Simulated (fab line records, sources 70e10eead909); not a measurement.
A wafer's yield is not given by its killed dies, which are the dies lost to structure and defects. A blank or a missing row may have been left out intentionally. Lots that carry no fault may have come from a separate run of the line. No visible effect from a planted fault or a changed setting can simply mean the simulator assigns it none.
Chamber matching    flow nand-harc    NHARC_P_M0_DEP_32 on pecvd-01: 3 sister chambers
The step deposits SiCN, target thk 30 nm. 3 wafers are shown with their chamber, then 8 later ones without.

WAFERS, EACH WITH ITS CHAMBER
wafer   chamber  heater-power-w (W)
L082.4  1        655
L082.6  0        545
L086.3  2        560

WAFERS WITHOUT THEIR CHAMBER
wafer   heater-power-w (W)
L086.4  544
L086.6  635
L088.2  673
L088.3  530
L088.5  585
L092.2  602
L092.4  721
L092.5  582

EACH ONE'S CHAMBER
wafer   from the rows above           in truth
L086.4  can't be placed: 0 or 2       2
L086.6  can't be placed: 1 or 2       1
L088.2  1                             1
L088.3  can't be placed: 0 or 2       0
L088.5  can't be placed: 2 or 0 or 1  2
L092.2  can't be placed: 2 or 1 or 0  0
L092.4  1                             1
L092.5  can't be placed: 2 or 0 or 1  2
2 of 8 placed correctly. Cannot be placed on the basis of these rows: 6; the candidates contain the true chamber in 6. Number placed wrongly: 0.
How it was worked out, from the rows above alone: a wafer's distance from a chamber is the root of the sum, over the readings, of the square of ((its reading less the chamber's mean) divided by the reading's scatter). The wafer belongs to the nearest chamber; if the next one is less than 2 further off, it can't be placed. Each chamber's mean is taken over the wafers shown for it. The scatter: root of mean squared gap, hidden wafer to nearest shown wafer, with one shown wafer a chamber.
